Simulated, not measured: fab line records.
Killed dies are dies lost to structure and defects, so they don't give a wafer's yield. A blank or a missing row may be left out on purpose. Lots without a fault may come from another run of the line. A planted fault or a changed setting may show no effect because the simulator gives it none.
Which tool was responsible?	flow nandHarc	6 lots, 18 wafers sampled, at 1 step of a route of 1302

== WHAT EACH GAUGE READ, for each wafer ==
NHARC_A_ONON_D2_THK_MEAS_05: measures by ellipsometry.
lot	measured	on	thkNm (nm)
L227	day 13 04:16	filmMetro-01	1001 1002 1000
L231	day 15 18:56	filmMetro-02	994 996 997
L235	day 17 05:43	filmMetro-02	1017 1018 1014
L243	day 20 01:32	filmMetro-02	999 1000 1000
L245	day 20 17:59	filmMetro-02	990 991 993
L248	day 22 00:36	filmMetro-01	1009 1008 1006

== EACH LOT AND THE TOOL THAT RAN IT (in order: tool; ch and the chambers of the sampled wafers; start) ==
No process step before these readings appears in the record.

== THE ANSWER, worked out from the rows above alone ==
Rule: what is usual is taken from the lots themselves. Put in order of their means at a reading, lots are off if they are a third of the lots or fewer, leave a main group of 4 or more, and stand apart from it by a gap of 3 or more times the standard deviation of the main group's means; of several such gaps the widest counts. A main group is skipped when, at the precision printed for the reading in the tables above, its means are all equal. A lot without any number at a reading at which 4 lots or more have one is off too. Where the step has rows for the other lots, those lots are counted as sound.
No lot is off on any of the readings shown, so nothing can be concluded from this.

== WHAT THE SIMULATOR PUT IN ==
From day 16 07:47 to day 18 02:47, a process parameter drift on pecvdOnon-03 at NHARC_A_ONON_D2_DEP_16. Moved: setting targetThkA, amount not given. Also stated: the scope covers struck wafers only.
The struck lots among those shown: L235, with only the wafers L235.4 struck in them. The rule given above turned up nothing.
